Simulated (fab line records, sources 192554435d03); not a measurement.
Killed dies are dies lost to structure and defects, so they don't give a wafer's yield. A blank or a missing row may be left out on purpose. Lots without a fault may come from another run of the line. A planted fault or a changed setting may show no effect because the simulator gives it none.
Chamber matching | flow n5_finfet | N5_BEOL_M5_DESCUM_33 on rie_diel-03: 4 sister chambers
The step chemistry O2, time 7 s. 8 wafers are shown with their chamber, then 7 later ones without.

WAFERS WITH THEIR CHAMBER
wafer  | chamber | drypump_motor_current_A (A) | showerhead_plenum_p_Torr (Torr)
L278.3 | 1       | 4.8                         | 2.14
L277.5 | 0       | 5.3                         | 2.05
L281.6 | 3       | 6.6                         | 2.12
L283.1 | 2       | 5.7                         | 2.17
L283.2 | 0       | 5.3                         | 2.04
L283.5 | 1       | 4.8                         | 2.14
L290.2 | 2       | 5.7                         | 2.16
L290.4 | 3       | 6.7                         | 2.11

WAFERS WITHOUT THEIR CHAMBER
wafer  | drypump_motor_current_A (A) | showerhead_plenum_p_Torr (Torr)
L290.6 | 6.6                         | 2.11
L297.1 | 5.3                         | 2.03
L297.4 | 4.8                         | 2.13
L297.5 | 6.7                         | 2.11
L296.1 | 6.6                         | 2.11
L296.2 | 5.8                         | 2.16
L296.4 | 4.8                         | 2.13

WHICH CHAMBER EACH WENT THROUGH
wafer  | from the rows above | in truth
L290.6 | 3                   | 3
L297.1 | 0                   | 0
L297.4 | 1                   | 1
L297.5 | 3                   | 3
L296.1 | 3                   | 3
L296.2 | 2                   | 2
L296.4 | 1                   | 1
Placed correctly: 7 of 7. Can't be placed from these rows: 0. Placed wrongly: 0.
How it was worked out, from the rows above alone: a wafer's distance from a chamber is the root of the sum, over the readings, of the square of ((its reading less the chamber's mean) divided by the reading's scatter). The wafer belongs to the nearest chamber; if the next one is less than 2 further off, it can't be placed. A chamber's mean is the mean of its shown wafers. The scatter: the root of (the sum of the squares of (reading less its chamber's mean) over the shown wafers, divided by (wafers less chambers)).
